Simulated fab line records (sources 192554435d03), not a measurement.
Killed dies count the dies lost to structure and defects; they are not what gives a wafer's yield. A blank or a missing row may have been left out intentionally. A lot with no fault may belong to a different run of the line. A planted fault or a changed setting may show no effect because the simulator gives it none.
Chamber matching ; flow n5_finfet ; 4 sister chambers for N5_HKMG_FIN_ETCH_67 on rie_diel-06
The step etches SOC in N2/H2, stops on TiN, target depth 388.9 nm. 14 wafers are shown with their chamber, then 7 later ones without.

== EACH WAFER AND ITS CHAMBER ==
wafer;chamber;drypump_motor_current_A (A);showerhead_plenum_p_Torr (Torr);throttle_valve_pct (%)
L078.1;3;5.9;2.58;17.73
L078.3;1;4.8;2.51;17.84
L078.6;2;5.1;2.70;17.59
L081.2;1;4.8;2.51;17.86
L081.3;3;5.9;2.58;17.72
L081.5;0;6.2;2.52;18.22
L085.3;3;5.9;2.58;17.75
L085.4;1;4.8;2.51;17.85
L085.6;0;6.3;2.52;18.27
L088.1;2;5.1;2.69;17.66
L088.3;3;5.9;2.57;17.76
L088.5;0;6.2;2.51;18.26
L089.4;2;5.1;2.69;17.64
L089.5;3;5.9;2.57;17.78

SIGNATURES (averages over the wafers above)
reading;chamber 0;chamber 1;chamber 2;chamber 3;scatter within a chamber
drypump_motor_current_A;6.233;4.800;5.100;5.900;0.0258
showerhead_plenum_p_Torr;2.5167;2.5100;2.6933;2.5760;0.00503
throttle_valve_pct;18.2500;17.8500;17.6300;17.7480;0.0255
Rule: distance of a wafer from a chamber = root of the sum over the readings of ((wafer's reading minus chamber's mean) / reading's scatter) squared. The wafer belongs to the nearest chamber; if the next one is less than 2 further off, it can't be placed. The scatter is the square root of a quotient: the sum, over the shown wafers, of each reading's squared deviation from its chamber's mean, divided by wafers minus chambers.

== WAFERS WITHOUT THEIR CHAMBER ==
wafer;drypump_motor_current_A (A);showerhead_plenum_p_Torr (Torr);throttle_valve_pct (%)
L089.6;6.3;2.51;18.26
L091.2;5.9;2.57;17.78
L091.3;6.2;2.51;18.28
L091.4;5.1;2.69;17.66
L092.2;6.2;2.51;18.27
L092.5;5.9;2.57;17.78
L092.6;6.3;2.51;18.28

== CHAMBER TAKEN BY EACH ==
wafer;from the rows above;in truth
L089.6;0;0
L091.2;3;3
L091.3;0;0
L091.4;2;2
L092.2;0;0
L092.5;3;3
L092.6;0;0
7 of 7 placed correctly. Number that these rows cannot place: 0. Wrongly placed: 0.
